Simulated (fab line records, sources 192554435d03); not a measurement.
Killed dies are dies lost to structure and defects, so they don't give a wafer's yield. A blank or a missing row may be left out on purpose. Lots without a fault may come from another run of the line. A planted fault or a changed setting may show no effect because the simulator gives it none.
Chamber matching | flow n5_finfet | N5_BEOL_M1_ETCH_77 on rie_diel-03: 4 sister chambers
The step etches underlayer in N2/H2, target depth 6.5 nm, time 5.2 s. 14 wafers are shown with their chamber, then 7 later ones without.

WAFERS WITH THEIR CHAMBER
wafer  | chamber | drypump_motor_current_A (A) | showerhead_plenum_p_Torr (Torr) | throttle_valve_pct (%)
L074.2 | 3       | 5.69                        | 2.45                            | 18.12
L074.3 | 1       | 5.95                        | 2.57                            | 17.95
L074.5 | 2       | 6.02                        | 2.43                            | 17.74
L080.1 | 2       | 6.03                        | 2.42                            | 17.75
L080.2 | 3       | 5.70                        | 2.44                            | 18.12
L080.6 | 2       | 6.05                        | 2.42                            | 17.76
L081.1 | 1       | 5.97                        | 2.56                            | 17.98
L081.4 | 0       | 6.41                        | 2.48                            | 17.58
L081.6 | 2       | 6.08                        | 2.42                            | 17.76
L083.2 | 3       | 5.71                        | 2.44                            | 18.14
L083.3 | 2       | 6.07                        | 2.42                            | 17.80
L083.4 | 0       | 6.40                        | 2.48                            | 17.59
L085.3 | 0       | 6.43                        | 2.48                            | 17.62
L085.4 | 1       | 5.93                        | 2.56                            | 17.98

SIGNATURES (means of the wafers above)
reading                  | chamber 0 | chamber 1 | chamber 2 | chamber 3 | scatter within a chamber
drypump_motor_current_A  | 6.4133    | 5.9500    | 6.0500    | 5.7000    | 0.0202
showerhead_plenum_p_Torr | 2.4800    | 2.5633    | 2.4220    | 2.4433    | 0.00462
throttle_valve_pct       | 17.5967   | 17.9700   | 17.7620   | 18.1267   | 0.0195
Rule: a wafer's distance from a chamber is the root of the sum, over the readings, of the square of ((its reading less the chamber's mean) divided by the reading's scatter). The wafer belongs to the nearest chamber; if the next one is less than 2 further off, it can't be placed. The scatter: the root of (the sum of the squares of (reading less its chamber's mean) over the shown wafers, divided by (wafers less chambers)).

WAFERS WITHOUT THEIR CHAMBER
wafer  | drypump_motor_current_A (A) | showerhead_plenum_p_Torr (Torr) | throttle_valve_pct (%)
L085.5 | 5.70                        | 2.44                            | 18.17
L087.3 | 5.98                        | 2.56                            | 17.98
L087.4 | 5.70                        | 2.44                            | 18.14
L087.6 | 6.38                        | 2.48                            | 17.61
L089.1 | 5.71                        | 2.44                            | 18.16
L089.2 | 6.43                        | 2.48                            | 17.62
L089.6 | 5.96                        | 2.56                            | 18.02

WHICH CHAMBER EACH WENT THROUGH
wafer  | from the rows above | in truth
L085.5 | 3                   | 3
L087.3 | 1                   | 1
L087.4 | 3                   | 3
L087.6 | 0                   | 0
L089.1 | 3                   | 3
L089.2 | 0                   | 0
L089.6 | 1                   | 1
Placed correctly: 7 of 7. Can't be placed from these rows: 0. Placed wrongly: 0.
